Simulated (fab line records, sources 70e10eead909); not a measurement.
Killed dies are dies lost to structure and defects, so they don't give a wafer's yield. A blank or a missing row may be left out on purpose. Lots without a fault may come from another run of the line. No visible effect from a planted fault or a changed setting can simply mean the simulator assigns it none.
3 desks, one fault || flow nand_harc || only its own numbers are on each desk; what lay behind them is given at the end

THE DEFECT DESK
Per lot, the means of the sampled wafers with a number show what the inspections along the route counted. Marked OUT: a lot whose mean sits more than 4 standard deviations from the usual mean, which makes it out of limits; the brackets give that distance.
Columns: A = raw_defect_count at NHARC_A_START_INSPECT_01, usual 3.2
{"lot": "L823", "first seen here": "day 6 13:10", "A": 4.0}
{"lot": "L826", "first seen here": "day 7 23:41", "A": 3.3}
{"lot": "L827", "first seen here": "day 8 08:28", "A": 2.3}
{"lot": "L828", "first seen here": "day 8 18:35", "A": 4.3}
{"lot": "L830", "first seen here": "day 9 23:15", "A": 4.0}
{"lot": "L832", "first seen here": "day 10 17:26", "A": 2.7}
{"lot": "L834", "first seen here": "day 11 09:17", "A": 2.3}
{"lot": "L838", "first seen here": "day 13 04:17", "A": 2.3}
{"lot": "L841", "first seen here": "day 14 10:55", "A": 2.3}
{"lot": "L842", "first seen here": "day 14 11:11", "A": 3.0}
{"lot": "L843", "first seen here": "day 14 20:32", "A": 3.3}
{"lot": "L844", "first seen here": "day 15 09:50", "A": 1.7}
{"lot": "L845", "first seen here": "day 16 00:09", "A": 4.7}
{"lot": "L846", "first seen here": "day 16 08:05", "A": 4.7}
This desk's verdict: no lot among the 14 shows anything out of limits.

FOR THE TOOL OWNER'S DESK: pecvd_onon-04
The tool's own readings at NHARC_A_ONON_D1_DEP_03 (target thk 1000 nm): means of the sampled wafers that have a number, for each lot that ran on this tool. Marked OUT: a lot whose mean sits more than 4 standard deviations from the usual mean, which makes it out of limits; the brackets give that distance.
Columns: A = susceptor_temp_C at NHARC_A_ONON_D1_DEP_03, usual 399.99 C
{"lot": "L827", "first seen here": "day 9 07:55", "A": 399.88}
{"lot": "L830", "first seen here": "day 11 02:29", "A": 400.03}
{"lot": "L832", "first seen here": "day 11 18:31", "A": 400.19}
{"lot": "L834", "first seen here": "day 12 07:43", "A": 399.88}
{"lot": "L844", "first seen here": "day 16 08:08", "A": 399.94}
{"lot": "L845", "first seen here": "day 16 22:57", "A": 400.25}
This desk's verdict: no lot among the 6 shows anything out of limits.

FROM THE METROLOGY DESK
What the gauges read, lot by lot, whatever tool the lot ran on: means of the sampled wafers that have a number. Marked OUT: a lot whose mean sits more than 4 standard deviations from the usual mean, which makes it out of limits; the brackets give that distance.
Columns: A = cd_nm at NHARC_A_ZERO_WELL_CD_MEAS_10, usual 2000.5 nm; B = thk_nm at NHARC_A_ONON_D1_THK_MEAS_05, usual 999 nm
{"lot": "L823", "first seen here": "day 6 13:53", "A": 2002.8, "B": 985}
{"lot": "L826", "first seen here": "day 8 00:33", "A": 1999.5, "B": 1015}
{"lot": "L827", "first seen here": "day 8 09:11", "A": 2002.5, "B": 989}
{"lot": "L828", "first seen here": "day 8 19:18", "A": 1998.0, "B": 1008}
{"lot": "L830", "first seen here": "day 9 23:58", "A": 1998.6, "B": "1657 (+66) OUT"}
{"lot": "L832", "first seen here": "day 10 18:16", "A": 1999.4, "B": "1675 (+68) OUT"}
{"lot": "L834", "first seen here": "day 11 10:08", "A": 2001.4, "B": "1669 (+67) OUT"}
{"lot": "L838", "first seen here": "day 13 05:07", "A": 1999.9, "B": 1005}
{"lot": "L841", "first seen here": "day 14 11:49", "A": 2000.7, "B": 999}
{"lot": "L842", "first seen here": "day 14 12:02", "A": 1999.4, "B": 991}
{"lot": "L843", "first seen here": "day 14 21:23", "A": 2000.2, "B": 1004}
{"lot": "L844", "first seen here": "day 15 10:40", "A": 2000.0, "B": 993}
{"lot": "L845", "first seen here": "day 16 00:59", "A": 2001.9, "B": 1002}
{"lot": "L846", "first seen here": "day 16 08:49", "A": 2000.2, "B": 990}
Finding of this desk: L830, L832, L834 out of limits; the first was L830 at day 11 02:53, on thk_nm at NHARC_A_ONON_D1_THK_MEAS_05. L823, L826, L827, L828, L838, L841, L842, L843, L844, L845, L846 stayed within limits.

TAKEN TOGETHER
At day 11 02:53 the metrology desk could have sounded an alarm, on L830, L832, L834.
Nothing the defect desk looked at was out of limits.
The desk of the tool owner found nothing out of limits.
The defect desk has L830, L832, L834 on record, within its limits.
Tool owner's desk: L830, L832, L834 on record, inside its limits.
Every lot named ran NHARC_A_ONON_D1_DEP_03 on pecvd_onon-04.

WHAT HAD BEEN PUT IN BY THE SIMULATOR
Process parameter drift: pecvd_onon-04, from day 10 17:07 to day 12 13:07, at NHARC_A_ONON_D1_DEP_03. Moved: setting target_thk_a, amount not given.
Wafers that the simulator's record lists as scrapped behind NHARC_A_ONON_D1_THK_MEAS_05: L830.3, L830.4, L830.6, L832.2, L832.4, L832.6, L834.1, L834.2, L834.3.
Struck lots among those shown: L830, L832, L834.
Time in hours between the start of the fault and the first out-of-limits reading at each desk: metrology desk, 10.
